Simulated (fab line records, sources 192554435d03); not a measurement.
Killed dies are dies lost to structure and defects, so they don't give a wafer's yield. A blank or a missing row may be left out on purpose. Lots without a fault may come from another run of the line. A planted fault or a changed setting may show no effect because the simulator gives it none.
Split-lot experiment | flow n5_finfet | 7 lots, 21 wafers read, on a route of 1938 steps

THE SPLIT
At N5_MOL_CONTACT_COAG_COAT_76 (time 60 s, resist thk 10 nm), the setting spin_rpm was moved away from the recipe's 1500 rpm on 6 of the 21 wafers read, by -2.9% to +7.4%. The other wafers ran this setting at the recipe's value.

FROM THE SPLIT TO THE READING: what the file shows between them, 4 steps
- N5_MOL_CONTACT_COAG_COAT_77: time 60 s, resist thk 10 nm
- N5_MOL_CONTACT_COAG_COAT_78: resist thk 40 nm
- N5_MOL_CONTACT_COAG_DESCUM_88: chemistry O2, time 7 s
- N5_MOL_CONTACT_COAG_ETCH_89: etches underlayer in N2/H2, target depth 13 nm, time 10.4 s

THE READING
etch.depth_nm (the simulator's own value, which no gauge read), in nm, at N5_MOL_CONTACT_COAG_ETCH_90 (etches SiARC in CF4, target depth 13 nm, time 21.7 s). The file gives no usual value for it. The 15 wafers here that ran the recipe average 9.997 nm, standard deviation 0.017 nm.

wafer  | tool, chamber at the split | spin_rpm as run, rpm | against the recipe | etch.depth_nm, nm | against lot-mates on the recipe
L075.3 | litho_track-05, 0          | 1500                 | recipe             | 10                | -
L075.4 | litho_track-05, 0          | 1571                 | +4.7%              | 9.768             | -0.232
L075.6 | litho_track-05, 0          | 1571                 | +4.7%              | 9.739             | -0.261
L081.2 | litho_track-01, 0          | 1500                 | recipe             | 10.02             | -
L081.3 | litho_track-01, 0          | 1500                 | recipe             | 9.995             | -
L081.4 | litho_track-01, 0          | 1456                 | -2.9%              | 10.16             | +0.152
L083.2 | litho_track-01, 0          | 1500                 | recipe             | 9.981             | -
L083.3 | litho_track-01, 0          | 1500                 | recipe             | 9.98              | -
L083.5 | litho_track-01, 0          | 1500                 | recipe             | 9.965             | -
L087.1 | litho_track-01, 0          | 1500                 | recipe             | 9.98              | -
L087.2 | litho_track-01, 0          | 1500                 | recipe             | 10                | -
L087.5 | litho_track-01, 0          | 1500                 | recipe             | 9.982             | -
L089.2 | litho_track-01, 0          | 1500                 | recipe             | 10                | -
L089.3 | litho_track-01, 0          | 1500                 | recipe             | 10.02             | -
L089.4 | litho_track-01, 0          | 1500                 | recipe             | 10.02             | -
L091.3 | litho_track-02, 0          | 1500                 | recipe             | 9.998             | -
L091.5 | litho_track-02, 0          | 1500                 | recipe             | 10.02             | -
L091.6 | litho_track-02, 0          | 1611                 | +7.4%              | 9.675             | -0.334
L097.3 | litho_track-01, 0          | 1599                 | +6.6%              | 9.721             | -0.279
L097.4 | litho_track-01, 0          | 1500                 | recipe             | 10                | -
L097.5 | litho_track-01, 0          | 1599                 | +6.6%              | 9.693             | -0.307

THE FIT
A straight line over all 21 wafers: etch.depth_nm changes by -0.0463 nm for each +1% of spin_rpm; r = -0.99; the points scatter about the line by 0.02 nm.
The same after taking each lot's own level away (the mean of its wafers on the recipe; 21 wafers): -0.0468 nm for each +1%; r = -0.99; scatter 0.015 nm.
On that fit, the largest move of spin_rpm shifts the reading by 0.35 nm.
The lots' own levels span 9.9753 to 10.0133 nm, that is 2.3 times the standard deviation above.
So the lot-to-lot level changes the slope little: the two slopes agree.
Check: with one of the wafers moved furthest among these (+7.4%) left out of the fit, the line predicts -0.35 nm for it against its lot-mates. It came out at -0.334 nm against them.

OTHER SPLITS ON THESE WAFERS
These wafers also went through other splits before the reading. Each is held against what the fit with the lots' levels taken away leaves over:
other split on the same wafers | wafers away from the commonest value | r with etch.depth_nm (lot level and that fit taken away)
N5_SD_ACTIVATION_LSA_01 temp_c | 6                                    | +0.08
N5_SDB_EXPOSE_08 dose_mj       | 9                                    | -0.31
N5_GATE_CUT_COAT_35 spin_rpm   | 5                                    | +0.14
N5_GATE_CUT_EXPOSE_10 dose_mj  | 10                                   | +0.19

THE WHOLE CHAIN: every reading that the file lists as answering this split, in the file's order
step                        | what it does                                         | reading                                                                                   | change (the file's fit)                | r (the file's)
N5_MOL_CONTACT_COAG_COAT_76 | time 60 s, resist thk 10 nm                          | SiARC_of_MOL_CONTACT_COAG_COAT_76.thk_nm (the simulator's own value, which no gauge read) | -0.0501 nm for each +1% of the setting | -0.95
N5_MOL_CONTACT_COAG_ETCH_90 | etches SiARC in CF4, target depth 13 nm, time 21.7 s | etch.depth_nm (the simulator's own value, which no gauge read)                            | -0.0467 nm for each +1% of the setting | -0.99

THE FILE'S OWN FIT
etch.depth_nm changes by -0.0467 nm for each +1% of spin_rpm, r = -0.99.
